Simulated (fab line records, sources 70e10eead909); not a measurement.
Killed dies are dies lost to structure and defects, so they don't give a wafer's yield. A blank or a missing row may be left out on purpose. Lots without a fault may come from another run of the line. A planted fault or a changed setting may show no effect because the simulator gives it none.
Chamber matching | flow nand_harc | NHARC_P_GATE_ETCH_32 on rie_si-06: 4 sister chambers
The step etches the open film in HBr/Cl2, target depth 150 nm, time 100.1 s. 4 wafers are shown with their chamber, then 8 later ones without.

WAFERS WITH THEIR CHAMBER
wafer  | chamber | drypump_motor_current_A (A)
L084.3 | 2       | 5.4
L085.2 | 1       | 6.0
L085.6 | 0       | 5.1
L088.1 | 3       | 5.4

WAFERS WITHOUT THEIR CHAMBER
wafer  | drypump_motor_current_A (A)
L088.4 | 5.1
L088.5 | 5.4
L095.2 | 5.3
L095.3 | 5.4
L095.6 | 5.4
L097.3 | 6.0
L097.5 | 5.1
L097.6 | 5.4

WHICH CHAMBER EACH WENT THROUGH
wafer  | from the rows above     | in truth
L088.4 | 0                       | 0
L088.5 | can't be placed: 2 or 3 | 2
L095.2 | can't be placed: 2 or 3 | 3
L095.3 | can't be placed: 2 or 3 | 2
L095.6 | can't be placed: 2 or 3 | 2
L097.3 | 1                       | 1
L097.5 | 0                       | 0
L097.6 | can't be placed: 2 or 3 | 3
Placed correctly: 3 of 8. Can't be placed from these rows: 5 (the true chamber is among the candidates in 5). Placed wrongly: 0.
How it was worked out, from the rows above alone: a wafer's distance from a chamber is the root of the sum, over the readings, of the square of ((its reading less the chamber's mean) divided by the reading's scatter). The wafer belongs to the nearest chamber; if the next one is less than 2 further off, it can't be placed. A chamber's mean is the mean of its shown wafers. The scatter: with one shown wafer a chamber, the root of the mean of the squares of how far each hidden wafer lies from its nearest shown one.
